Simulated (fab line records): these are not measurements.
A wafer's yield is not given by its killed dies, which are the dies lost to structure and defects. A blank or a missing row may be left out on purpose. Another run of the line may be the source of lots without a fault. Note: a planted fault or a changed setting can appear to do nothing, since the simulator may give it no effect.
fab line records | flow n5Finfet
[record] lots = 7 wafers = 21
route steps=1938 shown BEOL_M2@867 BEOL_M3@980 BEOL_M4@1047 BEOL_M5@1141
startH: start of the lot's first displayed wafer, in hours after the record's first day | waitH: time in hours since the lot's previous step | " the same as in the row above | L1.1+2: a single row standing in for several wafers | - no value, or no start was given | * or withheld: withheld | < > ~ a bound
route shown NAME@n: names a module that has steps shown in the file, with the first one's number in the route | usual: mean and standard deviation over wafers with no fault | same: alike in all rows | chamber/n: place in a boat | sites: per-site readings | _std_site: standard deviation across them | _edge_site: the outer-site mean with the inner-site mean subtracted | radiusMm: how far each site lies from the wafer's centre | mask NAME#n: copy n | behind: tool/chamber where the wafer was last shaped | hold: the reason the lot was held/the length of the hold in hours/how it ended | device: the n, p or np transistor that did not switch | end of line: the same wafers' tests at the end of the route | a step given without rows: its recipe and nothing more | killed: dies that structure and defects cost at the first sort, which is not the same as the wafer's yield | map: shows each die of a wafer: x if killed, . if not, _ if none is there
set.NAME: the setting the step ran with; set.NAME@STEP: the setting that earlier step ran with | model.NAME: the simulator's own value behind a step, which no gauge read
lots run with intentionally changed settings; tables by step, rows by wafer
[[steps]]
[step N5_BEOL_M2_COAT_67]
[recipe] resist = SOC tempC = 250 timeS = 60 spinRpm = 1500 resistThkNm = 60
// columns lot.wafer tool chamber startH waitH set.spinRpm model.SOC_of_BEOL_M2_COAT_67.thkNm
L076.3+4+6 lithoTrack-04 0 161.42 0.0 1500 60.2
L077.3 lithoTrack-04 0 166.17 0.0 1500 60
L077.5 " 0 " " 1500 60.2
L077.6 " 0 " " 1500 59.8
L078.4 lithoTrack-02 0 167.30 0.0 1500 60.2
L078.5+6 " 0 " " 1569 58.8
L082.2+4 lithoTrack-05 0 193.50 0.0 1500 59.8
L082.6 " 0 " " 1545 59
L083.3+5 lithoTrack-05 0 198.98 0.0 1500 59.8
L083.6 " 0 " " 1500 60.2
L090.3+4 lithoTrack-02 0 227.72 0.0 1500 60
L090.6 " 0 " " 1500 59.8
L094.2 lithoTrack-04 0 250.66 0.0 1500 60.2
L094.3 " 0 " " 1367 63
L094.4 " 0 " " 1367 63.4
[step N5_BEOL_M2_COAT_68]
[recipe] resist = SiARC tempC = 220 timeS = 60 spinRpm = 1500 resistThkNm = 12
[step N5_BEOL_M2_COAT_76]
[recipe] resist = underlayer tempC = 205 timeS = 60 spinRpm = 1500 resistThkNm = 5
[step N5_BEOL_M2_ALD_98]
[recipe] material = SiO2 targetThkA = 25 tempC = 100 aldPrecursorFamily = BDEAS aldCoReactant = O2-plasma pulseTimeS = 1 coReactantPulseTimeS = 1 purgeTimeS = 2 coReactantPurgeTimeS = 2 aldCycles = 17 pressureTorr = 2
[step N5_BEOL_M2_ETCHBACK_99]
[recipe] chemistry = CHF3 target = SiO2 targetDepthA = 50 timeS = 10.4 sourceW = 215 biasW = 47 Ar_flow_sccm = 200 CHF3_flow_sccm = 12 ionEnergyEv = 100 pressureMtorr = 30
[step N5_BEOL_M2_ETCH_70]
[recipe] chemistry = N2/H2 target = SOC targetDepthA = 800 overetchA = 240 maskMaterial = SiARC tempC = 40 timeS = 130 ionEnergyEv = 200 pressureMtorr = 30 sourceW = 840 biasW = 150 n2FlowSccm = 200 h2FlowSccm = 200
// columns lot.wafer tool chamber startH waitH set.spinRpm@BEOL_M2_COAT_67 model.etch.depthNm
L076.3 rieDiel-02 0 169.61 0.0 1500 60.12
L076.4 " 2 " " 1500 60.17
L076.6 " 2 " " 1500 60.15
L077.3 rieDiel-05 3 169.73 0.0 1500 60.1
L077.5 " 3 " " 1500 60.11
L077.6 " 0 " " 1500 59.89
L078.4 rieDiel-02 1 175.05 0.0 1500 60.11
L078.5 " 1 " " 1569 58.73
L078.6 " 2 " " 1569 58.84
L082.2 rieDiel-02 0 206.33 0.0 1500 59.87
L082.4 " 2 " " 1500 59.83
L082.6 " 0 " " 1545 59
L083.3 rieDiel-04 0 240.63 0.0 1500 59.88
L083.5 " 0 " " 1500 59.84
L083.6 " 1 " " 1500 60.13
L090.3 rieDiel-04 1 288.14 0.0 1500 59.97
L090.4 " 0 " " 1500 59.99
L090.6 " 2 " " 1500 59.9
L094.2 rieDiel-05 3 294.58 0.0 1500 60.17
L094.3 " 2 " " 1367 62.98
L094.4 " 0 " " 1367 63.32
[step N5_BEOL_M2_STRIP_71]
[recipe] chemistry = N2/H2 tempC = 40 n2FlowSccm = 200 h2FlowSccm = 200 rfFrequencyHz = 6e+07
[step N5_BEOL_M2_STRIP_78]
[recipe] chemistry = N2/H2 tempC = 40 n2FlowSccm = 200 h2FlowSccm = 200 rfFrequencyHz = 6e+07
[step N5_BEOL_M2_VIA_ETCH_34]
[recipe] chemistry = C4F6/O2 targetDepthA = 694 maskMaterial = SOC pressureMtorr = 15 ionEnergyEv = 250 taperDeg = 4 timeS = 65.9 sourceW = 350 biasW = 170 Ar_flow_sccm = 300 C4F6_flow_sccm = 10 O2_flow_sccm = 10
// columns lot.wafer tool chamber startH waitH set.spinRpm@BEOL_M2_COAT_67 model.SOC_of_BEOL_M2_COAT_67.thkNm
L076.3+6 rieDiel-02 0,2 169.71 0.0 1500 52
L076.4 " 2 " " 1500 52.2
L077.3+5 rieDiel-05 3 169.84 0.0 1500 52.2
L077.6 " 0 " " 1500 51.8
L078.4 rieDiel-02 1 175.15 0.0 1500 52.2
L078.5 " 1 " " 1569 50.6
L078.6 " 2 " " 1569 50.8
L082.2+4 rieDiel-02 0,2 206.44 0.0 1500 51.8
L082.6 " 0 " " 1545 51
L083.3+5 rieDiel-04 0 240.74 0.0 1500 51.4
L083.6 " 1 " " 1500 52
L090.3 rieDiel-04 1 288.25 0.0 1500 51.8
L090.4 " 0 " " 1500 51.6
L090.6 " 2 " " 1500 52
L094.2 rieDiel-05 3 294.69 0.0 1500 52.2
L094.3 " 2 " " 1367 54.8
L094.4 " 0 " " 1367 55.2
[step N5_BEOL_M3_TRENCH_ETCH_37]
[recipe] chemistry = C4F6/O2 targetDepthA = 555.55 target = SiOC timeS = 29.2 ionEnergyEv = 250 pressureMtorr = 30 sourceW = 355 biasW = 185 Ar_flow_sccm = 300 C4F6_flow_sccm = 10 O2_flow_sccm = 10
[usual] rfVppV = 663/8.2
// columns lot.wafer tool chamber startH waitH set.biasW rfVppV
L076.3 rieDiel-01 3 - - 185 654
L076.4 " 1 " " 185 659
L076.6 " 1 " " 185 658
L077.3 rieDiel-06 3 - - 199.1 695
L077.5 " 2 " " 185 665
L077.6 " 1 " " 199.1 691
L078.4 rieDiel-03 3 - - 185 657
L078.5 " 1 " " 185 676
L078.6 " 2 " " 185 657
L083.3 rieDiel-03 0 - - 185 672
L083.5 " 2 " " 185 658
L083.6 " 3 " " 185 656
L090.3 rieDiel-03 0 - - 167.3 620
L090.4 " 3 " " 185 657
L090.6 " 2 " " 167.3 606
L094.2 rieDiel-03 1 - - 185 673
L094.3 " 2 " " 204.8 710
L094.4 " 3 " " 185 656
L082.2 rieDiel-03 3 - - 185 654
L082.4 " 1 " " 185 676
L082.6 " 2 " " 185 657
[step N5_BEOL_M4_COAT_67]
[recipe] resist = SOC tempC = 250 timeS = 60 spinRpm = 1500 resistThkNm = 60
// columns lot.wafer tool chamber startH waitH set.spinRpm model.SOC_of_BEOL_M4_COAT_67.thkNm
L077.3 lithoTrack-05 0 193.74 0.0 1500 60
L077.5 " 0 " " 1500 59.8
L077.6 " 0 " " 1546 59
L076.3+6 lithoTrack-02 0 196.75 0.0 1500 59.8
L076.4 " 0 " " 1500 60
L078.4 lithoTrack-02 0 199.02 0.0 1561 58.8
L078.5 " 0 " " 1561 59
L078.6 " 0 " " 1500 60.2
L083.3+5 lithoTrack-03 0 267.73 0.0 1500 59.8
L083.6 " 0 " " 1500 60
L090.3 lithoTrack-05 0 335.45 0.0 1636 57.4
L090.4 " 0 " " 1500 59.8
L090.6 " 0 " " 1500 60
L094.2+3 lithoTrack-03 0 336.33 0.0 1500 60
L094.4 " 0 " " 1430 61.2
L082.2 lithoTrack-05 0 347.07 0.0 1500 60.2
L082.4 " 0 " " 1388 62.4
L082.6 " 0 " " 1388 62.6
[step N5_BEOL_M4_COAT_68]
[recipe] resist = SiARC tempC = 220 timeS = 60 spinRpm = 1500 resistThkNm = 12
// columns lot.wafer tool chamber startH waitH set.spinRpm model.SiARC_of_BEOL_M4_COAT_68.thkNm
L077.3+5+6 lithoTrack-05 0 - - 1500 12
L076.3+4+6 lithoTrack-02 0 - - 1500 12
L078.4+6 lithoTrack-02 0 - - 1345 12.6
L078.5 " 0 " " 1500 12
L083.3+5+6 lithoTrack-03 0 - - 1500 12
L090.3+6 lithoTrack-05 0 - - 1500 12
L090.4 " 0 " " 1575 11.8
L094.2+4 lithoTrack-03 0 - - 1500 12
L094.3 " 0 " " 1553 11.8
L082.2+4+6 lithoTrack-05 0 - - 1500 12
[step N5_BEOL_M4_COAT_76]
[recipe] resist = underlayer tempC = 205 timeS = 60 spinRpm = 1500 resistThkNm = 5
[step N5_BEOL_M4_COAT_22]
[recipe] resist = CAR-EUV spinRpm = 1500 resistThkNm = 30
[step N5_BEOL_M4_DESCUM_33]
[recipe] chemistry = O2 timeS = 7 sourcePowerW = 50 biasPowerW = 20 pressureMtorr = 20 rfFrequencyHz = 2.712e+07 tempC = 40 resist = CAR-EUV o2FlowSccm = 225
[step N5_BEOL_M4_ETCH_77]
[recipe] chemistry = N2/H2 target = underlayer targetDepthA = 65 maskMaterial = CAR-EUV timeS = 5.2 ionEnergyEv = 200 pressureMtorr = 30 sourceW = 840 biasW = 150 n2FlowSccm = 200 h2FlowSccm = 200 ends = cleared
[step N5_BEOL_M4_ETCH_69]
[recipe] chemistry = CF4 target = SiARC targetDepthA = 156 maskMaterial = CAR-EUV timeS = 26 ionEnergyEv = 80 pressureMtorr = 40 sourceW = 545 biasW = 36 Ar_flow_sccm = 100 cf4FlowSccm = 100 ends = cleared
// columns lot.wafer tool chamber startH waitH set.spinRpm@BEOL_M4_COAT_68 model.etch.depthNm model.CAR-EUV_of_BEOL_M4_COAT_22.thkNm
L077.3 rieDiel-04 3 194.32 0.0 1500 12.01 11
L077.5 " 1 " " 1500 12.02 11.2
L077.6 " 2 " " 1500 12.01 11.2
L076.3 rieDiel-02 3 197.33 0.0 1500 12.01 11.2
L076.4 " 2 " " 1500 12 11.2
L076.6 " 3 " " 1500 12.02 11.2
L078.4 rieDiel-02 2 199.48 0.0 1345 12.68 10.6
L078.5 " 0 " " 1500 12.03 11.2
L078.6 " 3 " " 1345 12.65 10.6
L083.3 rieDiel-02 2 268.44 0.0 1500 12.07 11
L083.5 " 1 " " 1500 12.08 11
L083.6 " 2 " " 1500 12.04 11
L090.3 rieDiel-05 0 335.91 0.0 1500 12.01 11.2
L090.4 " 0 " " 1575 11.72 11.4
L090.6 " 2 " " 1500 12 11.2
L094.2 rieDiel-04 3 336.78 0.0 1500 11.96 11
L094.3 " 2 " " 1553 11.78 11.2
L094.4 " 1 " " 1500 11.95 11.2
L082.2 rieDiel-02 3 347.53 0.0 1500 12.03 11.2
L082.4 " 1 " " 1500 12.05 11
L082.6 " 3 " " 1500 12 11
[step N5_BEOL_M4_ALD_98]
[recipe] material = SiO2 targetThkA = 25 tempC = 100 aldPrecursorFamily = BDEAS aldCoReactant = O2-plasma pulseTimeS = 1 coReactantPulseTimeS = 1 purgeTimeS = 2 coReactantPurgeTimeS = 2 aldCycles = 17 pressureTorr = 2
[step N5_BEOL_M4_ETCHBACK_99]
[recipe] chemistry = CHF3 target = SiO2 targetDepthA = 50 timeS = 10.4 sourceW = 215 biasW = 47 Ar_flow_sccm = 200 CHF3_flow_sccm = 12 ionEnergyEv = 100 pressureMtorr = 30
[step N5_BEOL_M4_ETCH_70]
[recipe] chemistry = N2/H2 target = SOC targetDepthA = 800 overetchA = 240 maskMaterial = SiARC tempC = 40 timeS = 130 ionEnergyEv = 200 pressureMtorr = 30 sourceW = 840 biasW = 150 n2FlowSccm = 200 h2FlowSccm = 200
// columns lot.wafer tool chamber startH waitH set.spinRpm@BEOL_M4_COAT_67 model.etch.depthNm
L077.3 rieDiel-02 1 215.59 0.0 1500 59.96
L077.5 " 0 " " 1500 59.77
L077.6 " 1 " " 1546 58.95
L076.3 rieDiel-02 3 224.09 0.0 1500 59.87
L076.4 " 2 " " 1500 59.92
L076.6 " 1 " " 1500 59.86
L078.4 rieDiel-04 0 233.78 0.0 1561 58.76
L078.5 " 1 " " 1561 58.98
L078.6 " 2 " " 1500 60.19
L083.3 rieDiel-02 1 307.00 0.0 1500 59.76
L083.5 " 2 " " 1500 59.89
L083.6 " 3 " " 1500 59.95
L090.3 rieDiel-02 0 345.79 0.0 1636 57.37
L090.4 " 1 " " 1500 59.85
L090.6 " 2 " " 1500 59.94
L094.2 rieDiel-05 2 384.19 0.0 1500 60.06
L094.3 " 3 " " 1500 59.94
L094.4 " 1 " " 1430 61.16
L082.2 rieDiel-04 1 394.78 0.0 1500 60.13
L082.4 " 2 " " 1388 62.35
L082.6 " 3 " " 1388 62.51
[step N5_BEOL_M4_STRIP_71]
[recipe] chemistry = N2/H2 tempC = 40 n2FlowSccm = 200 h2FlowSccm = 200 rfFrequencyHz = 6e+07
[step N5_BEOL_M4_STRIP_78]
[recipe] chemistry = N2/H2 tempC = 40 n2FlowSccm = 200 h2FlowSccm = 200 rfFrequencyHz = 6e+07
[step N5_BEOL_M4_VIA_ETCH_34]
[recipe] chemistry = C4F6/O2 targetDepthA = 694 maskMaterial = SOC pressureMtorr = 15 ionEnergyEv = 250 taperDeg = 4 timeS = 65.9 sourceW = 350 biasW = 170 Ar_flow_sccm = 300 C4F6_flow_sccm = 10 O2_flow_sccm = 10
// columns lot.wafer tool chamber startH waitH set.spinRpm@BEOL_M4_COAT_67 model.SOC_of_BEOL_M4_COAT_67.thkNm
L077.3+5 rieDiel-02 1,0 215.70 0.0 1500 51.8
L077.6 " 1 " " 1546 50.8
L076.3 rieDiel-02 3 224.20 0.0 1500 52
L076.4+6 " 2,1 " " 1500 51.8
L078.4 rieDiel-04 0 233.89 0.0 1561 50.4
L078.5 " 1 " " 1561 50.8
L078.6 " 2 " " 1500 52.2
L083.3 rieDiel-02 1 307.11 0.0 1500 51.6
L083.5 " 2 " " 1500 51.8
L083.6 " 3 " " 1500 52
L090.3 rieDiel-02 0 345.89 0.0 1636 49.4
L090.4 " 1 " " 1500 51.8
L090.6 " 2 " " 1500 52
L094.2 rieDiel-05 2 384.29 0.0 1500 51.8
L094.3 " 3 " " 1500 52
L094.4 " 1 " " 1430 52.8
L082.2 rieDiel-04 1 394.89 0.0 1500 52.2
L082.4 " 2 " " 1388 54
L082.6 " 3 " " 1388 54.4
[step N5_BEOL_M5_COAT_74]
[recipe] resist = underlayer tempC = 205 timeS = 60 spinRpm = 1500 resistThkNm = 5
// columns lot.wafer tool chamber startH waitH set.spinRpm
L077.3 lithoTrack-02 0 - - 1407
L077.5+6 " 0 " " 1500
L076.3+4+6 lithoTrack-04 0 - - 1500
L078.4+6 lithoTrack-02 0 - - 1572
L078.5 " 0 " " 1500
L083.3+5 lithoTrack-02 0 - - 1500
L083.6 " 0 " " 1418
L090.3+4 lithoTrack-02 0 - - 1500
L090.6 " 0 " " 1430
L094.2+3+4 lithoTrack-02 0 - - 1500
L082.2+4+6 lithoTrack-01 0 - - 1500
[step N5_BEOL_M5_EXPOSE_25]
[recipe] maskId = V4 na = 0.33 sourceShape = quasar sigmaInner = 0.2 sigmaOuter = 0.6 polarization = unpolarized defocusNm = 10 doseMj = 52.75
// columns lot.wafer tool chamber startH waitH mask set.doseMj
L077.3+5+6 euvScanner-01 0 224.50 - V4#0 49.71
L076.3+4+6 euvScanner-01 0 233.33 - V4#0 52.75
L078.4+5+6 euvScanner-02 0 243.86 - V4#0 52.75
L083.3+5 euvScanner-01 0 317.51 - V4#0 51.18
L083.6 " 0 " " V4#0 52.75
L090.3+4+6 euvScanner-02 0 354.55 - V4#0 52.75
L094.2 euvScanner-02 0 397.84 - V4#0 55.26
L094.3+4 " 0 " " V4#0 52.75
L082.2 euvScanner-01 0 407.98 - V4#0 50.96
L082.4+6 " 0 " " V4#0 52.75
[step N5_BEOL_M5_PEB_26]
[recipe] pebTempC = 100 pebTimeS = 60 resist = CAR-EUV
[step N5_BEOL_M5_DEVELOP_27]
[recipe] developTimeS = 30 developer = TMAH resist = CAR-EUV rinseLiquid = surfactantRinse dry = airSpin devTempC = 23
[step N5_BEOL_M5_CD_MEAS_28]
[recipe] targetCdNm = 30.6 landingEnergyEv = 500 detector = seInlens targetCdYNm = 20 polarity = opening
[usual] cdNm = 30.63/0.23
// columns lot.wafer tool chamber startH waitH set.doseMj@BEOL_M5_EXPOSE_25 cdNm
L077.3 cdSem-03 0 224.62 - 49.71 29.11
L077.5 " 0 " " 49.71 28.89
L077.6 " 0 " " 49.71 28.85
L076.3 cdSem-03 0 233.46 - 52.75 30.45
L076.4 " 0 " " 52.75 30.84
L076.6 " 0 " " 52.75 30.22
L078.4 cdSem-03 0 243.98 - 52.75 30.74
L078.5 " 0 " " 52.75 30.35
L078.6 " 0 " " 52.75 30.43
L083.3 cdSem-01 0 317.63 - 51.18 29.66
L083.5 " 0 " " 51.18 29.79
L083.6 " 0 " " 52.75 30.29
L090.3 cdSem-01 0 354.68 - 52.75 30.56
L090.4 " 0 " " 52.75 30.85
L090.6 " 0 " " 52.75 30.54
L094.2 cdSem-03 0 397.97 - 55.26 31.53
L094.3 " 0 " " 52.75 30.73
L094.4 " 0 " " 52.75 30.53
L082.2 cdSem-03 0 408.12 - 50.96 29.83
L082.4 " 0 " " 52.75 30.62
L082.6 " 0 " " 52.75 30.60
[step N5_BEOL_M5_DESCUM_33]
[recipe] chemistry = O2 timeS = 7 sourcePowerW = 50 biasPowerW = 20 pressureMtorr = 20 rfFrequencyHz = 2.712e+07 tempC = 40 resist = CAR-EUV o2FlowSccm = 225
[step N5_BEOL_M5_ETCH_75]
[recipe] chemistry = N2/H2 target = underlayer targetDepthA = 65 maskMaterial = CAR-EUV timeS = 5.2 ionEnergyEv = 200 pressureMtorr = 30 sourceW = 840 biasW = 150 n2FlowSccm = 200 h2FlowSccm = 200 ends = cleared
// columns lot.wafer tool chamber startH waitH set.spinRpm@BEOL_M5_COAT_74 set.doseMj@BEOL_M5_EXPOSE_25 model.BEOL_M5.cdNm model.etch.depthNm
L077.3 rieDiel-03 2 224.78 0.0 1407 49.71 26.4 5.176
L077.5 " 2 " " 1500 49.71 26.4 5.017
L077.6 " 3 " " 1500 49.71 26.6 5.005
L076.3 rieDiel-01 2 233.61 0.0 1500 52.75 28 5.003
L076.4 " 3 " " 1500 52.75 28 4.996
L076.6 " 0 " " 1500 52.75 27.8 5.001
L078.4 rieDiel-06 1 244.38 0.0 1572 52.75 28.2 4.9
L078.5 " 2 " " 1500 52.75 28 5.017
L078.6 " 3 " " 1572 52.75 28.2 4.913
L083.3 rieDiel-06 1 317.79 0.0 1500 51.18 27.2 5.021
L083.5 " 0 " " 1500 51.18 27.2 4.999
L083.6 " 1 " " 1418 52.75 27.8 5.144
L090.3 rieDiel-01 1 354.83 0.0 1500 52.75 28.4 4.989
L090.4 " 0 " " 1500 52.75 28 4.993
L090.6 " 2 " " 1430 52.75 28 5.101
L094.2 rieDiel-01 2 398.40 0.0 1500 55.26 29 5.017
L094.3 " 3 " " 1500 52.75 27.6 5.016
L094.4 " 1 " " 1500 52.75 28 5.031
L082.2 rieDiel-03 0 408.27 0.0 1500 50.96 27.8 5.009
L082.4 " 3 " " 1500 52.75 28.2 4.998
L082.6 " 0 " " 1500 52.75 28.2 5.012
[step N5_BEOL_M5_ETCH_67]
[recipe] chemistry = CF4 target = SiARC targetDepthA = 156 maskMaterial = CAR-EUV timeS = 26 ionEnergyEv = 80 pressureMtorr = 40 sourceW = 545 biasW = 36 Ar_flow_sccm = 100 cf4FlowSccm = 100 ends = cleared
// columns lot.wafer tool chamber startH waitH set.doseMj@BEOL_M5_EXPOSE_25 model.BEOL_M5.cdNm
L077.3+6 rieDiel-03 2,3 224.80 0.0 49.71 26.6
L077.5 " 2 " " 49.71 26.4
L076.3+4 rieDiel-01 2,3 233.63 0.0 52.75 28
L076.6 " 0 " " 52.75 27.8
L078.4 rieDiel-06 1 244.40 0.0 52.75 28.4
L078.5 " 2 " " 52.75 28
L078.6 " 3 " " 52.75 28.2
L083.3+5 rieDiel-06 1,0 317.80 0.0 51.18 27.2
L083.6 " 1 " " 52.75 27.8
L090.3 rieDiel-01 1 354.85 0.0 52.75 28.4
L090.4 " 0 " " 52.75 28.2
L090.6 " 2 " " 52.75 28
L094.2 rieDiel-01 2 398.42 0.0 55.26 29.2
L094.3 " 3 " " 52.75 27.8
L094.4 " 1 " " 52.75 28
L082.2 rieDiel-03 0 408.29 0.0 50.96 27.8
L082.4+6 " 3,0 " " 52.75 28.2
[step N5_BEOL_M5_ETCH_68]
[recipe] chemistry = N2/H2 target = SOC targetDepthA = 800 overetchA = 160 maskMaterial = SiARC tempC = 40 timeS = 120 ionEnergyEv = 200 pressureMtorr = 30 sourceW = 840 biasW = 150 n2FlowSccm = 200 h2FlowSccm = 200
// columns lot.wafer tool chamber startH waitH set.doseMj@BEOL_M5_EXPOSE_25 model.BEOL_M5.cdNm
L077.3 rieDiel-03 2 224.83 0.0 49.71 26.4
L077.5+6 " 2,3 " " 49.71 26.6
L076.3+4+6 rieDiel-01 2,3,0 233.66 0.0 52.75 28.2
L078.4 rieDiel-06 1 244.42 0.0 52.75 28.2
L078.5+6 " 2,3 " " 52.75 28
L083.3 rieDiel-06 1 317.83 0.0 51.18 27.2
L083.5 " 0 " " 51.18 27
L083.6 " 1 " " 52.75 28
L090.3 rieDiel-01 1 354.88 0.0 52.75 28.6
L090.4+6 " 0,2 " " 52.75 28.2
L094.2 rieDiel-01 2 398.45 0.0 55.26 29.2
L094.3 " 3 " " 52.75 27.8
L094.4 " 1 " " 52.75 28.2
L082.2 rieDiel-03 0 408.32 0.0 50.96 27.8
L082.4 " 3 " " 52.75 28.2
L082.6 " 0 " " 52.75 28.4
[[key]]
[split] step = N5_BEOL_M2_COAT_67 setting = spinRpm stated = 1500 by = wafer
[response] step = N5_BEOL_M2_COAT_67 reading = model.SOC_of_BEOL_M2_COAT_67.thkNm change = -0.326 per = 1% r = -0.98
[response] step = N5_BEOL_M2_ETCH_70 reading = model.etch.depthNm change = -0.322 per = 1% r = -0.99
[response] step = N5_BEOL_M2_VIA_ETCH_34 reading = model.SOC_of_BEOL_M2_COAT_67.thkNm change = -0.314 per = 1% r = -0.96
[split] step = N5_BEOL_M3_TRENCH_ETCH_37 setting = biasW stated = 185 by = wafer
[response] step = N5_BEOL_M3_TRENCH_ETCH_37 reading = rfVppV change = +4.28 per = 1% r = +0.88
[split] step = N5_BEOL_M4_COAT_67 setting = spinRpm stated = 1500 by = wafer
[response] step = N5_BEOL_M4_COAT_67 reading = model.SOC_of_BEOL_M4_COAT_67.thkNm change = -0.288 per = 1% r = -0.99
[response] step = N5_BEOL_M4_ETCH_70 reading = model.etch.depthNm change = -0.289 per = 1% r = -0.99
[response] step = N5_BEOL_M4_VIA_ETCH_34 reading = model.SOC_of_BEOL_M4_COAT_67.thkNm change = -0.277 per = 1% r = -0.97
[split] step = N5_BEOL_M4_COAT_68 setting = spinRpm stated = 1500 by = wafer
[response] step = N5_BEOL_M4_COAT_68 reading = model.SiARC_of_BEOL_M4_COAT_68.thkNm change = -0.0548 per = 1% r = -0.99
[response] step = N5_BEOL_M4_ETCH_69 reading = model.etch.depthNm change = -0.0597 per = 1% r = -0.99
[response] step = N5_BEOL_M4_ETCH_69 reading = model.CAR-EUV_of_BEOL_M4_COAT_22.thkNm change = +0.0524 per = 1% r = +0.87
[split] step = N5_BEOL_M5_COAT_74 setting = spinRpm stated = 1500 by = wafer
[response] step = N5_BEOL_M5_ETCH_75 reading = model.etch.depthNm change = -0.0247 per = 1% r = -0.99
[split] step = N5_BEOL_M5_EXPOSE_25 setting = doseMj stated = 52.75 by = wafer
[response] step = N5_BEOL_M5_CD_MEAS_28 reading = cdNm change = +0.201 per = 1% r = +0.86
[response] step = N5_BEOL_M5_ETCH_75 reading = model.BEOL_M5.cdNm change = +0.206 per = 1% r = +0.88
[response] step = N5_BEOL_M5_ETCH_67 reading = model.BEOL_M5.cdNm change = +0.217 per = 1% r = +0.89
[response] step = N5_BEOL_M5_ETCH_68 reading = model.BEOL_M5.cdNm change = +0.234 per = 1% r = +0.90
